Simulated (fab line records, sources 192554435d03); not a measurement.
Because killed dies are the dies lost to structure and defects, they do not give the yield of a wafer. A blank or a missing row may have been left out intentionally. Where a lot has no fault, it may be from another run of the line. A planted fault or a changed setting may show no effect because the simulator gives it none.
What tool caused it? ; flow n5_finfet ; Sampling: 9 lots, 27 wafers, 7 of 1938 route steps

## WHAT THE GAUGES READ, wafer by wafer
N5_BEOL_M0_SAQP_CD_MEAS_14 targets a cd of 42.5 nm.
lot;measured;on;cd_nm (nm)
L646;day 5 14:31;cd_sem-01;42.1 42.1 42.2
L649;day 6 07:05;cd_sem-02;43.0 42.7 42.6
L650;day 6 09:54;cd_sem-02;42.1 42.3 42.4
L652;day 7 00:49;cd_sem-02;42.3 41.9 42.1
L659;day 8 21:16;cd_sem-01;42.8 42.4 42.5
L662;day 9 09:57;cd_sem-02;42.3 42.4 42.8
L663;day 9 15:37;cd_sem-01;42.8 42.3 42.3
L664;day 9 21:41;cd_sem-02;42.5 42.7 42.9
L666;day 10 05:52;cd_sem-03;42.4 42.7 42.6

N5_BEOL_M0_SAQP_OVL_MEAS_41.
lot;measured;on;M0_CUT1_OVL (nm)
L646;day 5 19:36;overlay-01;1.1 0.3 -0.7
L649;day 6 11:29;overlay-02;0.0 -0.3 -0.1
L650;day 6 15:48;overlay-02;0.6 0.0 0.6
L652;day 7 05:32;overlay-01;1.0 0.8 0.8
L659;day 9 01:11;overlay-01;0.5 0.4 0.4
L662;day 9 13:52;overlay-02;-0.2 -1.4 0.0
L663;day 9 19:35;overlay-02;1.0 0.2 0.1
L664;day 10 01:57;overlay-01;0.7 -0.1 -0.4
L666;day 10 09:50;overlay-02;-0.2 -0.1 0.3

N5_BEOL_M0_SAQP_INSPECT_42: inspects for defects (brightfield).
lot;measured;on;raw_defect_count
L646;day 5 19:39;defect_inspect-02;374 259 383
L649;day 6 11:33;defect_inspect-01;281 306 334
L650;day 6 15:51;defect_inspect-02;240 225 586
L652;day 7 05:35;defect_inspect-01;288 238 628
L659;day 9 01:14;defect_inspect-02;182 235 163
L662;day 9 13:55;defect_inspect-02;404 361 209
L663;day 9 19:38;defect_inspect-02;327 227 242
L664;day 10 02:01;defect_inspect-02;317 348 294
L666;day 10 09:53;defect_inspect-02;273 241 194

N5_BEOL_M0_CUTY_OVL_MEAS_58.
lot;measured;on;M0_ABLK_OVL (nm)
L646;day 5 22:11;overlay-01;-0.5 0.6 -0.1
L649;day 6 13:03;overlay-02;1.4 -0.2 1.6
L650;day 6 17:18;overlay-01;1.4 0.9 1.3
L652;day 7 07:08;overlay-01;0.7 0.1 -0.3
L659;day 9 02:46;overlay-02;-0.8 0.2 -1.3
L662;day 9 16:12;overlay-01;0.1 1.1 1.1
L663;day 9 21:13;overlay-02;-1.1 0.4 -1.9
L664;day 10 03:22;overlay-01;0.4 -0.3 0.8
L666;day 10 11:08;overlay-02;0.0 0.7 0.6

N5_BEOL_M0_CUTY_INSPECT_59: inspects for defects (macro).
lot;measured;on;raw_defect_count
L646;day 5 22:13;defect_inspect-02;4 3 2
L649;day 6 13:04;defect_inspect-02;3 3 2
L650;day 6 17:19;defect_inspect-01;2 1 >300
L652;day 7 07:10;defect_inspect-02;1 2 >300
L659;day 9 02:47;defect_inspect-02;1 3 0
L662;day 9 16:13;defect_inspect-02;0 1 2
L663;day 9 21:14;defect_inspect-02;2 1 1
L664;day 10 03:24;defect_inspect-02;2 1 3
L666;day 10 11:10;defect_inspect-02;3 2 1

N5_BEOL_M4_RC_MEAS_101.
lot;measured;on;DIBL_N (mV/V);DIBL_P (mV/V);IOFF_N (nA/um);IOFF_P (nA/um);ION_N (uA/um);ION_P (uA/um);SS_N (mV/dec);SS_P (mV/dec);VT_N (mV);VT_P (mV)
L646;day 8 08:06;prober-01;36.5 37.3 37.0;36.5 37.2 36.9;0.18 0.20 0.19;0.22 0.23 0.22;682 687 685;472 463 466;71.6 72.3 72.0;73.3 73.7 73.5;248 247 244;-248 -250 -248
L649;day 8 21:51;prober-02;38.8 37.0 37.7;38.2 35.9 37.0;0.23 0.18 0.20;0.28 0.24 0.26;697 688 693;472 469 472;71.3 71.5 71.6;74.5 73.4 74.2;248 247 247;-245 -248 -246
L650;day 9 01:47;prober-01;36.3 34.4 34.7;33.9 33.5 33.9;0.14 0.12 0.13;0.18 0.17 0.18;665 663 664;453 453 450;71.0 69.8 70.3;72.9 73.0 72.3;254 252 253;-248 -250 -249
L652;day 9 14:08;prober-02;37.0 35.8 35.7;35.0 32.9 33.9;0.14 0.12 0.13;0.20 0.17 0.19;672 664 659;461 459 460;71.3 71.0 70.6;72.7 72.8 72.7;253 257 252;-249 -251 -251
L659;day 11 14:52;prober-02;36.1 38.9 36.0;35.1 38.4 34.6;0.16 0.22 0.15;0.25 0.31 0.23;675 694 673;479 476 475;70.8 72.2 71.7;73.5 73.6 72.5;247 245 247;-244 -239 -249
L662;day 11 19:54;prober-01;36.5 33.6 35.1;37.1 34.0 36.0;0.16 0.13 0.14;0.22 0.18 0.21;674 667 667;461 460 461;71.1 70.8 71.1;73.9 73.0 73.9;252 252 253;-251 -254 -249
L663;day 11 16:50;prober-01;37.6 35.3 39.6;38.6 35.9 40.3;0.18 0.13 0.23;0.22 0.19 0.25;681 667 682;467 459 463;72.4 71.0 72.1;73.6 73.3 74.1;248 253 244;-250 -251 -247
L664;day 12 18:10;prober-02;38.1 37.3 36.4;39.1 38.4 37.8;0.23 0.21 0.19;0.26 0.26 0.24;689 701 693;467 477 473;72.1 71.9 71.6;73.5 73.4 74.1;245 243 247;-246 -247 -248
L666;day 13 01:03;prober-02;37.4 36.9 37.0;38.3 37.2 37.3;0.16 0.16 0.16;0.22 0.21 0.21;676 682 667;461 461 463;71.4 70.6 71.3;74.0 73.2 72.6;251 250 250;-249 -251 -248

## WHICH TOOL RAN EACH LOT (tool, then ch and the chambers of the sampled wafers, then the start)
lot;N5_BEOL_M0_SAQP_MANDREL_ETCH_103
L646;rie_si-03 ch 1,3, day 5 16:49
L649;rie_si-03 ch 1,2,3, day 6 09:10
L650;rie_si-03 ch 0,1,3, day 6 12:16
L652;rie_si-03 ch 0,1,2, day 7 03:23
L659;rie_si-01 ch 0,2, day 8 23:07
L662;rie_si-02 ch 1,3, day 9 11:47
L663;rie_si-03 ch 0,3, day 9 17:32
L664;rie_si-01 ch 0,1,2, day 9 23:34
L666;rie_si-03 ch 0,2, day 10 07:55
- N5_BEOL_M0_SAQP_MANDREL_ETCH_103: etches a-Si in HBr/Cl2, stops on SiCN, target depth 45 nm, bt time 10 s, time 27 s.

## AS READ BY THE TOOLS THEMSELVES (means over the sampled wafers that have a number; for cases with no such wafer, the mark the record gives instead)
N5_BEOL_M0_SAQP_MANDREL_ETCH_103.
lot;tool;drypump_motor_current_A (A);oes_product_au (a.u.);throttle_valve_pct (%)
L646;rie_si-03;6.0;0.692;35.13
L649;rie_si-03;5.5;0.694;35.12
L650;rie_si-03;5.8;0.688;35.22
L652;rie_si-03;5.4;0.688;35.23
L659;rie_si-01;5.6;0.682;35.32
L662;rie_si-02;5.9;0.683;35.26
L663;rie_si-03;6.0;0.695;35.34
L664;rie_si-01;5.9;0.686;35.34
L666;rie_si-03;5.2;0.684;35.37

## THE ANSWER, worked out from the rows above alone
Rule: the lots themselves supply what counts as usual. Put in order of their means at a reading, lots are off if they are a third of the lots or fewer, leave a main group of 4 or more, and stand apart from it by a gap of 3 or more times the standard deviation of the main group's means; of several such gaps the widest counts. The tables above print the reading to a certain number of digits; a main group whose means all agree to those digits is not used. Also off: a lot with no number at a reading for which 4 or more lots have one. All remaining lots with rows at the step are treated as sound. After the gauges, taken in route order, come the tools' own readings; for these a lot's mean is taken, as printed above. The first step at which some lot is off is used, and at that step the reading that is off furthest; a lot without a number counts as furthest.
None of the lots is off at any reading shown; this tells nothing.

## WHAT THE SIMULATOR HAD PUT IN
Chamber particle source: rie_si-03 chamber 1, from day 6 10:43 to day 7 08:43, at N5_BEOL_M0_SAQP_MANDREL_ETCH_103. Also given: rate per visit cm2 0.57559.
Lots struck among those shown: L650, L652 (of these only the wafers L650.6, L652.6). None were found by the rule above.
